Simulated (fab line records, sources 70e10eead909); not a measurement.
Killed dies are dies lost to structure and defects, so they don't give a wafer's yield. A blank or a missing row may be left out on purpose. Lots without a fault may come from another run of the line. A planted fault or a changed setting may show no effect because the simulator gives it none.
Chamber matching | flow nand_harc | NHARC_A_CHANNEL_HOLE_D1_ETCH_44 on rie_diel-10: 4 sister chambers
The step etches the open film in CF4/O2, target depth 140 nm, overetch 14 nm, time 77 s. 14 wafers are shown with their chamber, then 7 later ones without.

WAFERS WITH THEIR CHAMBER
wafer  | chamber | drypump_motor_current_A (A) | showerhead_plenum_p_Torr (Torr) | rf_vpp_V (V)
L293.1 | 3       | 6.3                         | 1.30                            | 197.1
L293.5 | 3       | 6.3                         | 1.30                            | 198.0
L293.6 | 0       | 6.1                         | 1.35                            | 198.7
L294.2 | 3       | 6.4                         | 1.30                            | 196.7
L294.4 | 1       | 5.6                         | 1.30                            | 198.7
L294.5 | 1       | 5.6                         | 1.30                            | 195.0
L302.1 | 0       | 6.1                         | 1.35                            | 199.6
L302.2 | 1       | 5.6                         | 1.29                            | 197.5
L302.6 | 3       | 6.3                         | 1.29                            | 196.5
L304.1 | 3       | 6.3                         | 1.29                            | 197.7
L304.4 | 2       | 5.0                         | 1.28                            | 195.6
L303.1 | 0       | 6.0                         | 1.35                            | 198.5
L303.4 | 2       | 4.9                         | 1.28                            | 196.1
L305.4 | 3       | 6.3                         | 1.29                            | 195.4

SIGNATURES (means of the wafers above)
reading                  | chamber 0 | chamber 1 | chamber 2 | chamber 3 | scatter within a chamber
drypump_motor_current_A  | 6.067     | 5.600     | 4.950     | 6.317     | 0.0447
showerhead_plenum_p_Torr | 1.3500    | 1.2967    | 1.2800    | 1.2950    | 0.00465
rf_vpp_V                 | 198.933   | 197.067   | 195.850   | 196.900   | 1.11
Rule: a wafer's distance from a chamber is the root of the sum, over the readings, of the square of ((its reading less the chamber's mean) divided by the reading's scatter). The wafer belongs to the nearest chamber; if the next one is less than 2 further off, it can't be placed. The scatter: the root of (the sum of the squares of (reading less its chamber's mean) over the shown wafers, divided by (wafers less chambers)).

WAFERS WITHOUT THEIR CHAMBER
wafer  | drypump_motor_current_A (A) | showerhead_plenum_p_Torr (Torr) | rf_vpp_V (V)
L305.6 | 6.3                         | 1.29                            | 196.5
L311.2 | 5.6                         | 1.29                            | 196.6
L311.4 | 6.3                         | 1.29                            | 195.8
L311.5 | 6.4                         | 1.29                            | 197.0
L313.2 | 5.6                         | 1.29                            | 196.9
L313.3 | 6.0                         | 1.35                            | 198.6
L313.6 | 4.9                         | 1.28                            | 196.1

WHICH CHAMBER EACH WENT THROUGH
wafer  | from the rows above | in truth
L305.6 | 3                   | 3
L311.2 | 1                   | 1
L311.4 | 3                   | 3
L311.5 | 3                   | 3
L313.2 | 1                   | 1
L313.3 | 0                   | 0
L313.6 | 2                   | 2
Placed correctly: 7 of 7. Can't be placed from these rows: 0. Placed wrongly: 0.
